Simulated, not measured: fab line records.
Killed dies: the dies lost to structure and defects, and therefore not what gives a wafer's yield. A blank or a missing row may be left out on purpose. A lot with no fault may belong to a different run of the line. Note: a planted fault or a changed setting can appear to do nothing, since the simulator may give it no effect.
Matching of chambers || flow n5_finfet || N5_GATE_CUT_STRIP_41 on rie_diel-06: 4 sister chambers
The step strips in CF4. 8 wafers are shown with their chamber, then 9 later ones without.

EACH WAFER AND ITS CHAMBER
{"wafer": "L075.6", "chamber": 2, "showerhead_plenum_p_Torr (Torr)": 1.73, "throttle_valve_pct (%)": 13.58}
{"wafer": "L081.4", "chamber": 2, "showerhead_plenum_p_Torr (Torr)": 1.73, "throttle_valve_pct (%)": 13.60}
{"wafer": "L082.5", "chamber": 3, "showerhead_plenum_p_Torr (Torr)": 1.82, "throttle_valve_pct (%)": 13.66}
{"wafer": "L087.3", "chamber": 0, "showerhead_plenum_p_Torr (Torr)": 1.85, "throttle_valve_pct (%)": 13.97}
{"wafer": "L087.6", "chamber": 3, "showerhead_plenum_p_Torr (Torr)": 1.82, "throttle_valve_pct (%)": 13.69}
{"wafer": "L088.3", "chamber": 1, "showerhead_plenum_p_Torr (Torr)": 1.84, "throttle_valve_pct (%)": 13.82}
{"wafer": "L088.5", "chamber": 0, "showerhead_plenum_p_Torr (Torr)": 1.85, "throttle_valve_pct (%)": 13.95}
{"wafer": "L088.6", "chamber": 1, "showerhead_plenum_p_Torr (Torr)": 1.83, "throttle_valve_pct (%)": 13.82}

WAFERS MISSING THEIR CHAMBER
{"wafer": "L089.2", "showerhead_plenum_p_Torr (Torr)": 1.85, "throttle_valve_pct (%)": 13.98}
{"wafer": "L089.4", "showerhead_plenum_p_Torr (Torr)": 1.82, "throttle_valve_pct (%)": 13.70}
{"wafer": "L089.5", "showerhead_plenum_p_Torr (Torr)": 1.83, "throttle_valve_pct (%)": 13.82}
{"wafer": "L092.2", "showerhead_plenum_p_Torr (Torr)": 1.83, "throttle_valve_pct (%)": 13.83}
{"wafer": "L092.3", "showerhead_plenum_p_Torr (Torr)": 1.73, "throttle_valve_pct (%)": 13.63}
{"wafer": "L092.4", "showerhead_plenum_p_Torr (Torr)": 1.73, "throttle_valve_pct (%)": 13.64}
{"wafer": "L096.1", "showerhead_plenum_p_Torr (Torr)": 1.85, "throttle_valve_pct (%)": 14.01}
{"wafer": "L096.3", "showerhead_plenum_p_Torr (Torr)": 1.82, "throttle_valve_pct (%)": 13.74}
{"wafer": "L096.6", "showerhead_plenum_p_Torr (Torr)": 1.82, "throttle_valve_pct (%)": 13.73}

THE CHAMBER EACH PASSED THROUGH
{"wafer": "L089.2", "from the rows above": 0, "in truth": 0}
{"wafer": "L089.4", "from the rows above": 3, "in truth": 3}
{"wafer": "L089.5", "from the rows above": 1, "in truth": 1}
{"wafer": "L092.2", "from the rows above": 1, "in truth": 1}
{"wafer": "L092.3", "from the rows above": 2, "in truth": 2}
{"wafer": "L092.4", "from the rows above": 2, "in truth": 2}
{"wafer": "L096.1", "from the rows above": 0, "in truth": 0}
{"wafer": "L096.3", "from the rows above": 3, "in truth": 3}
{"wafer": "L096.6", "from the rows above": 3, "in truth": 3}
Correctly placed: 9 of 9. From these rows, 0 cannot be placed. Wrongly placed: 0.
How it was worked out, from the rows above alone: a wafer's distance from a chamber is the root of the sum, over the readings, of the square of ((its reading less the chamber's mean) divided by the reading's scatter). The wafer belongs to the nearest chamber; if the next one is less than 2 further off, it can't be placed. A chamber's mean is the mean of its shown wafers. The scatter: the root of (the sum of the squares of (reading less its chamber's mean) over the shown wafers, divided by (wafers less chambers)).
